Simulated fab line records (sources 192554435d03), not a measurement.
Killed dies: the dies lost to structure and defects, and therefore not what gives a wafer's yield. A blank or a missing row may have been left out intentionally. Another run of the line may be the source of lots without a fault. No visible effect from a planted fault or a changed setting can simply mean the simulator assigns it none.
Lot-split experiment ; flow n5_finfet ; on a route of 1938 steps: 7 lots, 21 wafers read

ON THE SPLIT
At N5_BEOL_M7_ETCH_66 (etches SOC in N2/H2, target depth 80 nm, overetch 16 nm, time 120 s), the setting time_s was moved away from the recipe's 120 s on 9 of the 21 wafers read, by -20.6% to +17.9%. The other wafers ran this setting at the recipe's value.

Reading taken at the split's own step.

THE READING
SiARC_of_BEOL_M7_COAT_64.thk_nm (the simulator's own value, which no gauge read), in nm, at N5_BEOL_M7_ETCH_66 (etches SOC in N2/H2, target depth 80 nm, overetch 16 nm, time 120 s). The file does not state a usual value for it. Across the 12 wafers here that went through the recipe, the average is 6.4 nm and the standard deviation 0.099 nm.

wafer;tool, chamber at the split;time_s as run, s;against the recipe;SiARC_of_BEOL_M7_COAT_64.thk_nm, nm;against lot-mates on the recipe
L076.3;rie_diel-02, 1;95.3;-20.6%;7.6;+1.3
L076.4;rie_diel-02, 2;120;recipe;6.2;-
L076.6;rie_diel-02, 0;120;recipe;6.4;-
L075.1;rie_diel-04, 0;131.5;+9.6%;5.8;-0.6
L075.2;rie_diel-04, 2;131.5;+9.6%;5.6;-0.8
L075.5;rie_diel-04, 0;120;recipe;6.4;-
L082.1;rie_diel-02, 3;120;recipe;6.4;-
L082.4;rie_diel-02, 2;141.5;+17.9%;5.2;-1.2
L082.6;rie_diel-02, 2;141.5;+17.9%;5.4;-1.0
L084.1;rie_diel-06, 1,0;120;recipe;6.4;-
L084.4;rie_diel-06, 1,0;120;recipe;6.4;-
L084.3;rie_diel-06, 2;95.93;-20.1%;7.4;+1.0
L086.2;rie_diel-02, 2;120;recipe;6.4;-
L086.3;rie_diel-02, 0,3;128.2;+6.8%;6;-0.4
L086.6;rie_diel-02, 0,3;128.2;+6.8%;6;-0.4
L091.3;rie_diel-04, 3;120;recipe;6.4;-
L091.6;rie_diel-04, 3;120;recipe;6.4;-
L091.4;rie_diel-04, 2;106.8;-11.0%;6.8;+0.4
L096.1;rie_diel-04, 0;120;recipe;6.4;-
L096.4;rie_diel-04, 1;120;recipe;6.6;-
L096.5;rie_diel-04, 0;120;recipe;6.2;-
The file does not say which wafer passed through which chamber wherever a row lists several chambers: such a row stands for several wafers.

THE FIT
A straight line over all 21 wafers: SiARC_of_BEOL_M7_COAT_64.thk_nm changes by -0.0571 nm for each +1% of time_s; r = -0.98; the points scatter about the line by 0.11 nm.
The same after taking each lot's own level away (the mean of its wafers on the recipe; 21 wafers): -0.0584 nm for each +1%; r = -0.98; scatter 0.12 nm.
That fit puts the effect of the largest move of time_s on the reading at 1.2 nm.
Across the lots, their own levels run from 6.30 to 6.40 nm, a range of 1.0 times the standard deviation given above.
So the lot-to-lot level changes the slope little: the two slopes agree.
Check: for one of the wafers moved furthest among these (-20.6%), held out of the fit, the line's prediction against its lot-mates is +1.11 nm. It came out at +1.3 nm against them.

FURTHER SPLITS ON THESE WAFERS
Before the reading, these wafers also passed through other splits. Each is held against what the fit with the lots' levels taken away leaves over:
other split on the same wafers;wafers away from the commonest value;r with SiARC_of_BEOL_M7_COAT_64.thk_nm (lot level and that fit taken away)
N5_BEOL_M5_HM_DEP_02 target_thk_a;9;+0.17
N5_BEOL_M5_SPUTTER_81 time_s;10;+0.25
N5_BEOL_M6_EXPOSE_25 dose_mj;6;+0.14
N5_BEOL_M7_EXPOSE_25 dose_mj;6;+0.25

FILE'S OWN FIT
SiARC_of_BEOL_M7_COAT_64.thk_nm changes by -0.0571 nm for each +1% of time_s, r = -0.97.
